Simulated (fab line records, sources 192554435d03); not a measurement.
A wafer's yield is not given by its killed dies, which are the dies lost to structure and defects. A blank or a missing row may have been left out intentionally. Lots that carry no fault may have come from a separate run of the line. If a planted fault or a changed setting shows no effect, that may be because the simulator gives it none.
Matching of chambers / flow n5Finfet / 4 sister chambers for N5_HKMG_FIN_DESCUM_53 on rieDiel-05
The step chemistry O2, time 7.9 s. 4 wafers are shown with their chamber, then 9 later ones without.

## WAFERS PAIRED WITH THEIR CHAMBERS
wafer=L081.4; chamber=1; showerheadPlenumPTorr (Torr)=2.07
wafer=L086.1; chamber=3; showerheadPlenumPTorr (Torr)=2.08
wafer=L086.3; chamber=0; showerheadPlenumPTorr (Torr)=2.22
wafer=L086.4; chamber=2; showerheadPlenumPTorr (Torr)=2.14

## WAFERS WITH NO CHAMBER GIVEN
wafer=L087.2; showerheadPlenumPTorr (Torr)=2.14
wafer=L087.5; showerheadPlenumPTorr (Torr)=2.08
wafer=L087.6; showerheadPlenumPTorr (Torr)=2.22
wafer=L089.1; showerheadPlenumPTorr (Torr)=2.06
wafer=L089.3; showerheadPlenumPTorr (Torr)=2.08
wafer=L089.5; showerheadPlenumPTorr (Torr)=2.13
wafer=L096.1; showerheadPlenumPTorr (Torr)=2.13
wafer=L096.2; showerheadPlenumPTorr (Torr)=2.06
wafer=L096.5; showerheadPlenumPTorr (Torr)=2.06

## THE CHAMBER EACH PASSED THROUGH
wafer=L087.2; from the rows above=2; in truth=2
wafer=L087.5; from the rows above=can't be placed: 3 or 1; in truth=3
wafer=L087.6; from the rows above=0; in truth=0
wafer=L089.1; from the rows above=can't be placed: 1 or 3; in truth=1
wafer=L089.3; from the rows above=can't be placed: 3 or 1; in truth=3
wafer=L089.5; from the rows above=2; in truth=2
wafer=L096.1; from the rows above=2; in truth=2
wafer=L096.2; from the rows above=can't be placed: 1 or 3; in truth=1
wafer=L096.5; from the rows above=can't be placed: 1 or 3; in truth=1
Placed correctly: 4 of 9. Cannot be placed on the basis of these rows: 5; the candidates contain the true chamber in 5. Placed wrongly: 0.
How it was worked out, from the rows above alone: a wafer's distance from a chamber is the root of the sum, over the readings, of the square of ((its reading less the chamber's mean) divided by the reading's scatter). The wafer belongs to the nearest chamber; if the next one is less than 2 further off, it can't be placed. The mean given for a chamber averages the wafers shown for that chamber. The scatter: with one shown wafer a chamber, the root of the mean of the squares of how far each hidden wafer lies from its nearest shown one.
